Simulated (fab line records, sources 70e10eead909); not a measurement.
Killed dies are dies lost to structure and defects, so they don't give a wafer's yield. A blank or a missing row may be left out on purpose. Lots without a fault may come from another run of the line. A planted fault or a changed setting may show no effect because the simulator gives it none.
Tool commonality check | flow nand_harc | 11 lots, 33 wafers sampled

WHY IT WAS OPENED
At NHARC_A_SOURCE_PLATE_THK_MEAS_06 the reading thk_nm is flagged on 3 of 11 lots. Wafers without a fault read 199.7 nm, standard deviation 1.8.
Rule: a lot is flagged when every wafer of it that has a number lies more than 4 standard deviations from that mean, or none has a number. The other lots count as sound.

lot  | measured     | on            | thk_nm (nm), wafer by wafer | flag
L914 | day 8 07:02  | film_metro-02 | 201.9 202.0 203.7           |
L915 | day 8 07:03  | film_metro-02 | 198.3 197.4 199.9           |
L922 | day 10 20:08 | film_metro-02 | 336.9 336.3 337.6           | FLAGGED
L921 | day 10 20:08 | film_metro-01 | 338.1 338.4 341.0           | FLAGGED
L923 | day 11 08:19 | film_metro-02 | 336.6 338.0 337.4           | FLAGGED
L925 | day 12 07:50 | film_metro-01 | 201.0 200.4 202.4           |
L931 | day 14 12:49 | film_metro-01 | 202.4 203.5 201.3           |
L930 | day 14 12:50 | film_metro-02 | 197.5 200.3 197.5           |
L933 | day 15 15:02 | film_metro-01 | 203.5 201.6 201.3           |
L935 | day 15 23:58 | film_metro-01 | 200.9 199.0 200.3           |
L937 | day 17 08:04 | film_metro-01 | 200.0 199.8 197.7           |
The numbers of the flagged lots are 337.8 nm on average: +138.1 nm against the usual, or +77 standard deviations.

WHICH TOOL RAN EACH LOT
The record holds 4 process steps before the reading, out of a route of 1302 steps. In each cell: the tool, then ch and the chambers that the sampled wafers went through, then the start.
lot  | flag    | NHARC_P_BONDPAD_CMP_19        | NHARC_P_BONDPAD_ACTIVATE_29        | NHARC_A_SOURCE_PLATE_PVD_04  | NHARC_A_SOURCE_PLATE_CVD_03
L914 |         | cmp-02 ch 1,2,3, day 7 06:30  | rie_diel-10 ch 0,1,2, day 7 07:05  | pvd_sputter-01, day 7 17:12  | lpcvd_poly-03 ch 0, day 7 19:38
L915 |         | cmp-03 ch 1,2,3, day 7 07:43  | rie_diel-09 ch 0,2,3, day 7 08:19  | pvd_sputter-03, day 7 17:12  | lpcvd_poly-03 ch 0, day 7 19:38
L922 | FLAGGED | cmp-03 ch 0,1,2, day 9 21:16  | rie_diel-10 ch 2,3, day 9 21:49    | pvd_sputter-01, day 10 07:17 | lpcvd_poly-03 ch 0, day 10 09:39
L921 | FLAGGED | cmp-01 ch 0,3, day 9 20:43    | rie_diel-06 ch 0,2,3, day 9 21:20  | pvd_sputter-03, day 10 07:14 | lpcvd_poly-03 ch 0, day 10 09:39
L923 | FLAGGED | cmp-01 ch 0,1,2, day 10 09:22 | rie_diel-10 ch 0,1,3, day 10 10:01 | pvd_sputter-03, day 10 19:31 | lpcvd_poly-03 ch 0, day 10 21:56
L925 |         | cmp-03 ch 0,1,2, day 11 08:51 | rie_diel-09 ch 1,3, day 11 09:24   | pvd_sputter-02, day 11 19:22 | lpcvd_poly-01 ch 0, day 11 21:50
L931 |         | cmp-01 ch 1,2, day 13 14:52   | rie_diel-06 ch 0,1,2, day 13 15:28 | pvd_sputter-02, day 13 23:46 | lpcvd_poly-01 ch 0, day 14 02:16
L930 |         | cmp-03 ch 0,2,3, day 13 12:40 | rie_diel-10 ch 0,2,3, day 13 13:17 | pvd_sputter-01, day 13 23:46 | lpcvd_poly-01 ch 0, day 14 02:16
L933 |         | cmp-03 ch 0,2,3, day 14 13:59 | rie_diel-10 ch 1,2,3, day 14 14:36 | pvd_sputter-01, day 15 00:37 | lpcvd_poly-03 ch 0, day 15 03:01
L935 |         | cmp-03 ch 1,2, day 15 01:10   | rie_diel-10 ch 2,3, day 15 01:46   | pvd_sputter-03, day 15 11:35 | lpcvd_poly-02 ch 0, day 15 14:04
L937 |         | cmp-03 ch 0,1, day 16 05:08   | rie_diel-06 ch 0,1, day 16 05:44   | pvd_sputter-03, day 16 17:20 | lpcvd_poly-02 ch 0, day 16 19:52
What these steps do:
- NHARC_P_BONDPAD_CMP_19: polishes, t overpolish 30 s, cu recess touch 16 s, target thk 160.81 nm.
- NHARC_P_BONDPAD_ACTIVATE_29: chemistry N2, time 60 s.
- NHARC_A_SOURCE_PLATE_PVD_04: deposits WSi2, target thk 50 nm.
- NHARC_A_SOURCE_PLATE_CVD_03: deposits poly-Si, target thk 200 nm, time 4000 s.
- NHARC_A_SOURCE_PLATE_THK_MEAS_06: measures by ellipsometry.

FLAGGED OVER TOTAL, TOOL BY TOOL (the gauges that took the reading come last)
step                             | tool           | lots run | flagged | share of the flagged lots | sound lots run after its first flagged lot
NHARC_P_BONDPAD_CMP_19           | cmp-01         | 3        | 2       | some                      | 1 (L931)
NHARC_P_BONDPAD_CMP_19           | cmp-02         | 1        | 0       | none                      | -
NHARC_P_BONDPAD_CMP_19           | cmp-03         | 7        | 1       | some                      | 5 (L925,L930,L933,L935,L937)
NHARC_P_BONDPAD_ACTIVATE_29      | rie_diel-06    | 3        | 1       | some                      | 2 (L931,L937)
NHARC_P_BONDPAD_ACTIVATE_29      | rie_diel-09    | 2        | 0       | none                      | -
NHARC_P_BONDPAD_ACTIVATE_29      | rie_diel-10    | 6        | 2       | some                      | 3 (L930,L933,L935)
NHARC_A_SOURCE_PLATE_PVD_04      | pvd_sputter-01 | 4        | 1       | some                      | 2 (L930,L933)
NHARC_A_SOURCE_PLATE_PVD_04      | pvd_sputter-02 | 2        | 0       | none                      | -
NHARC_A_SOURCE_PLATE_PVD_04      | pvd_sputter-03 | 5        | 2       | some                      | 2 (L935,L937)
NHARC_A_SOURCE_PLATE_CVD_03      | lpcvd_poly-01  | 3        | 0       | none                      | -
NHARC_A_SOURCE_PLATE_CVD_03      | lpcvd_poly-02  | 2        | 0       | none                      | -
NHARC_A_SOURCE_PLATE_CVD_03      | lpcvd_poly-03  | 6        | 3       | all                       | 1 (L933)
NHARC_A_SOURCE_PLATE_THK_MEAS_06 | film_metro-01  | 6        | 1       | some                      | 5 (L925,L931,L933,L935,L937)
NHARC_A_SOURCE_PLATE_THK_MEAS_06 | film_metro-02  | 5        | 2       | some                      | 1 (L930)

WHAT THE TABLE ALLOWS
1 row of the table ran every flagged lot: lpcvd_poly-03 at NHARC_A_SOURCE_PLATE_CVD_03.
- lpcvd_poly-03 at NHARC_A_SOURCE_PLATE_CVD_03: 3 of its 6 lots flagged. Sound lots ran on it after the first flagged one (L933), which a lasting fault on the whole tool wouldn't allow. Its own readings lie more than 4 standard deviations out on every wafer of the flagged lots: spike_tc_bottom_C, spike_tc_centre_C, spike_tc_lower_C, spike_tc_top_C, spike_tc_upper_C, tube_center_temp_C.
No row of the table ran every flagged lot and no sound lot after the first.

WHAT THE SIMULATOR HAD PUT IN
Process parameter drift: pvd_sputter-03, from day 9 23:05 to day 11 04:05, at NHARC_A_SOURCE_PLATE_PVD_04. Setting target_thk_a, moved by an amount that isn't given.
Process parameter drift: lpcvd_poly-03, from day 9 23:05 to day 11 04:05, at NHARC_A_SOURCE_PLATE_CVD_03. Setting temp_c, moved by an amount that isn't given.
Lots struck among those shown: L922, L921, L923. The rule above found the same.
